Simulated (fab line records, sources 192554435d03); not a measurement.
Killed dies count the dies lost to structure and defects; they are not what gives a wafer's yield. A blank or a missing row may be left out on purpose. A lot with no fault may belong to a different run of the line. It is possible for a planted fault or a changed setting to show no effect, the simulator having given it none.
Chamber matching | flow n5 finfet | 4 sister chambers for N5_GATE_CUT_STRIP_42 on rie diel-01
The step strips in O2. 4 wafers are shown with their chamber, then 7 later ones without.

== EACH WAFER AND ITS CHAMBER ==
wafer  | chamber | showerhead plenum p Torr (Torr)
L082.2 | 2       | 2.16
L087.5 | 1       | 2.16
L089.1 | 0       | 2.02
L089.3 | 3       | 2.14

== WAFERS WHOSE CHAMBER IS MISSING ==
wafer  | showerhead plenum p Torr (Torr)
L089.4 | 2.15
L096.1 | 2.13
L096.4 | 2.15
L096.6 | 2.13
L097.1 | 2.15
L097.2 | 2.13
L097.3 | 2.01

== THE CHAMBER EACH PASSED THROUGH ==
wafer  | from the rows above          | in truth
L089.4 | can't be placed: 3 or 1 or 2 | 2
L096.1 | can't be placed: 3 or 1 or 2 | 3
L096.4 | can't be placed: 3 or 1 or 2 | 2
L096.6 | can't be placed: 3 or 1 or 2 | 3
L097.1 | can't be placed: 3 or 1 or 2 | 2
L097.2 | can't be placed: 3 or 1 or 2 | 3
L097.3 | 0                            | 0
1 of 7 placed correctly. These rows do not allow placing 6 (true chamber among the candidates in 6). Placed wrongly: 0.
How it was worked out, from the rows above alone: a wafer's distance from a chamber is the root of the sum, over the readings, of the square of ((its reading less the chamber's mean) divided by the reading's scatter). The wafer belongs to the nearest chamber; if the next one is less than 2 further off, it can't be placed. A chamber's mean is the mean of its shown wafers. The scatter (one wafer shown for each chamber): square how far every hidden wafer sits from the nearest shown wafer, average those squares and take the square root.
